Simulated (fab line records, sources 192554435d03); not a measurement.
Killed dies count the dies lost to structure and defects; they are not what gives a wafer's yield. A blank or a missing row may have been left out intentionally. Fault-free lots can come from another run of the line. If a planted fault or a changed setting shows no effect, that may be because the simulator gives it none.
Which of the tools did it? + flow n5 finfet + 11 lots with 30 wafers sampled at 4 steps, on a route of 1938 steps

== WHAT EACH GAUGE READ, for each wafer ==
N5_BEOL_M12_OVL_MEAS_29. Usual: M12_OVL typically reads -1 nm, with standard deviation 6.4.
| lot  | measured     | on         | M12_OVL (nm) | flag |
|------|--------------|------------|--------------|------|
| L441 | day 11 13:28 | overlay-02 | 3 2 2        |      |
| L442 | day 11 19:05 | overlay-02 | -1 5 4       |      |
| L444 | day 12 14:01 | overlay-02 | 8 5 3        |      |
| L446 | day 13 00:08 | overlay-01 | -4 -4 0      |      |
| L447 | day 13 00:28 | overlay-01 | -2 1         |      |
| L451 | day 14 07:21 | overlay-01 | -8 4         |      |
| L450 | day 14 07:41 | overlay-01 | -10 -14 -15  |      |
| L457 | day 14 23:56 | overlay-01 | 24 26 25     | OFF  |
| L456 | day 15 02:57 | overlay-02 | 6 1          |      |
| L459 | day 15 08:39 | overlay-01 | 31 22 26     | OFF  |
| L463 | day 16 21:31 | overlay-01 | -2 -1 4      |      |

== TOOL THAT RAN EACH LOT (tool first, then ch and the chambers of the sampled wafers, then the start) ==
| lot  | N5_BEOL_M12_VIA_ETCH_16            | N5_BEOL_M12_STRIP_64                 | N5_BEOL_M12_EXPOSE_25             |
|------|------------------------------------|--------------------------------------|-----------------------------------|
| L441 | rie diel-06 ch 0,1, day 11 12:42   | plasma asher-02 ch 0,1, day 11 12:57 | krf scanner-02 ch 0, day 11 13:16 |
| L442 | rie diel-06 ch 1,2,3, day 11 18:19 | plasma asher-02 ch 0,1, day 11 18:34 | krf scanner-02 ch 0, day 11 18:52 |
| L444 | rie diel-06 ch 0,1,3, day 12 13:15 | plasma asher-01 ch 0, day 12 13:31   | krf scanner-02 ch 0, day 12 13:49 |
| L446 | rie diel-05 ch 1,2,3, day 12 23:15 | plasma asher-01 ch 0,1, day 12 23:31 | krf scanner-02 ch 0, day 12 23:57 |
| L447 | rie diel-05 ch 0,1, day 12 23:47   | plasma asher-01 ch 0,1, day 12 23:59 | krf scanner-02 ch 0, day 13 00:17 |
| L451 | rie diel-06 ch 0,3, day 14 06:35   | plasma asher-02 ch 0,1, day 14 06:51 | krf scanner-02 ch 0, day 14 07:09 |
| L450 | rie diel-06 ch 1,2,3, day 14 06:55 | plasma asher-02 ch 0, day 14 07:11   | krf scanner-02 ch 0, day 14 07:29 |
| L457 | rie diel-05 ch 1,2, day 14 23:03   | plasma asher-02 ch 0,1, day 14 23:19 | krf scanner-02 ch 0, day 14 23:44 |
| L456 | rie diel-06 ch 0,1, day 15 02:04   | plasma asher-02 ch 0,1, day 15 02:20 | krf scanner-01 ch 0, day 15 02:45 |
| L459 | rie diel-05 ch 1,2,3, day 15 07:43 | plasma asher-02 ch 0,1, day 15 07:59 | krf scanner-02 ch 0, day 15 08:26 |
| L463 | rie diel-01 ch 1,2,3, day 16 20:37 | plasma asher-01 ch 0, day 16 20:53   | krf scanner-01 ch 0, day 16 21:19 |
- N5_BEOL_M12_VIA_ETCH_16: etches SiOC in C4F8/O2/Ar, target depth 724.8 nm.
- N5_BEOL_M12_STRIP_64: strips in N2/H2.
- N5_BEOL_M12_EXPOSE_25: exposes mask M12.

== AS READ BY THE TOOLS THEMSELVES (means over the sampled wafers that have a number; for cases with no such wafer, the mark the record gives instead) ==
N5_BEOL_M12_VIA_ETCH_16. Usual: bias w 700.3 W, standard deviation 2.2; drypump motor current A 5.6 A, standard deviation 0.43; oes product au 0.73 a.u., standard deviation 0.062; rf vpp V 666.1 V, standard deviation 2.5; showerhead plenum p Torr 3.43 Torr, standard deviation 0.088; throttle valve pct 24.16 %, standard deviation 0.15.
| lot  | tool        | bias w (W) | drypump motor current A (A) | oes product au (a.u.) | rf vpp V (V) | showerhead plenum p Torr (Torr) | throttle valve pct (%) | flag |
|------|-------------|------------|-----------------------------|-----------------------|--------------|---------------------------------|------------------------|------|
| L441 | rie diel-06 | 698.9      | 5.9                         | 0.63                  | 661.7        | 3.30                            | 24.32                  |      |
| L442 | rie diel-06 | 698.0      | 5.5                         | 0.73                  | 666.9        | 3.44                            | 24.14                  |      |
| L444 | rie diel-06 | 701.0      | 5.5                         | 0.70                  | 664.0        | 3.37                            | 24.30                  |      |
| L446 | rie diel-05 | 699.1      | 6.0                         | 0.76                  | 664.8        | 3.36                            | 24.19                  |      |
| L447 | rie diel-05 | 699.0      | 5.8                         | 0.73                  | 664.1        | 3.37                            | 24.07                  |      |
| L451 | rie diel-06 | 702.7      | 5.2                         | 0.72                  | 665.2        | 3.44                            | 24.30                  |      |
| L450 | rie diel-06 | 700.6      | 5.5                         | 0.80                  | 668.6        | 3.56                            | 24.08                  |      |
| L457 | rie diel-05 | 699.9      | 5.8                         | 0.73                  | 662.8        | 3.29                            | 24.27                  |      |
| L456 | rie diel-06 | 702.0      | 5.8                         | 0.75                  | 668.2        | 3.50                            | 24.21                  |      |
| L459 | rie diel-05 | 699.3      | 6.0                         | 0.74                  | 664.1        | 3.35                            | 24.22                  |      |
| L463 | rie diel-01 | 701.5      | 5.5                         | 0.74                  | 665.6        | 3.45                            | 24.21                  |      |

N5_BEOL_M12_STRIP_64. Usual: drypump motor current A 5.75 A, standard deviation 0.28; h2 flow sccm 3250 sccm, standard deviation 9.9; heater power w 359 W, standard deviation 28; oes product au 0.714 a.u., standard deviation 0.0044; strip time to endpoint s 31.31 s, standard deviation 0.088.
| lot  | tool            | drypump motor current A (A) | h2 flow sccm (sccm) | heater power w (W) | oes product au (a.u.) | strip time to endpoint s (s) | flag |
|------|-----------------|-----------------------------|---------------------|--------------------|-----------------------|------------------------------|------|
| L441 | plasma asher-02 | 5.65                        | 3246                | 368                | 0.712                 | 31.24                        |      |
| L442 | plasma asher-02 | 5.80                        | 3250                | 368                | 0.709                 | 31.22                        |      |
| L444 | plasma asher-01 | 5.36                        | 3251                | 299                | 0.715                 | 31.42                        |      |
| L446 | plasma asher-01 | 5.61                        | 3257                | 329                | 0.716                 | 31.19                        |      |
| L447 | plasma asher-01 | 5.75                        | 3252                | 341                | 0.713                 | 31.23                        |      |
| L451 | plasma asher-02 | 5.73                        | 3241                | 368                | 0.708                 | 31.27                        |      |
| L450 | plasma asher-02 | 5.55                        | 3242                | 363                | 0.711                 | 31.29                        |      |
| L457 | plasma asher-02 | 5.83                        | 3260                | 364                | 0.716                 | 31.31                        |      |
| L456 | plasma asher-02 | 5.73                        | 3250                | 370                | 0.716                 | 31.20                        |      |
| L459 | plasma asher-02 | 5.80                        | 3257                | 363                | 0.714                 | 31.30                        |      |
| L463 | plasma asher-01 | 5.38                        | 3242                | 299                | 0.716                 | 31.26                        |      |

== THE ANSWER, worked out from the rows above alone ==
Rule: a lot counts as off when the mean over its wafers that have a number is more than 3 standard deviations away from the usual mean. Also off: a lot with no number at a reading for which 4 or more lots have one. Any other lot the step has rows for is counted as sound. The gauges are gone through in route order, then the tools' own readings, and for those a lot's mean is taken as printed above. The first step at which some lot is off is used, and at that step the reading that is off furthest; a lot without a number counts as furthest.
Off: L457, L459, seen at N5_BEOL_M12_OVL_MEAS_29 (M12_OVL).
If a tool, at a process step before that reading, ran all the lots that are off and no sound lot after the first of them, it fits. The gauges at N5_BEOL_M12_OVL_MEAS_29 are tried like those tools. Undecided on this evidence; 2 tools fit (rie diel-05 at N5_BEOL_M12_VIA_ETCH_16, krf scanner-02 at N5_BEOL_M12_EXPOSE_25).

== WHAT THE SIMULATOR HAD PUT IN ==
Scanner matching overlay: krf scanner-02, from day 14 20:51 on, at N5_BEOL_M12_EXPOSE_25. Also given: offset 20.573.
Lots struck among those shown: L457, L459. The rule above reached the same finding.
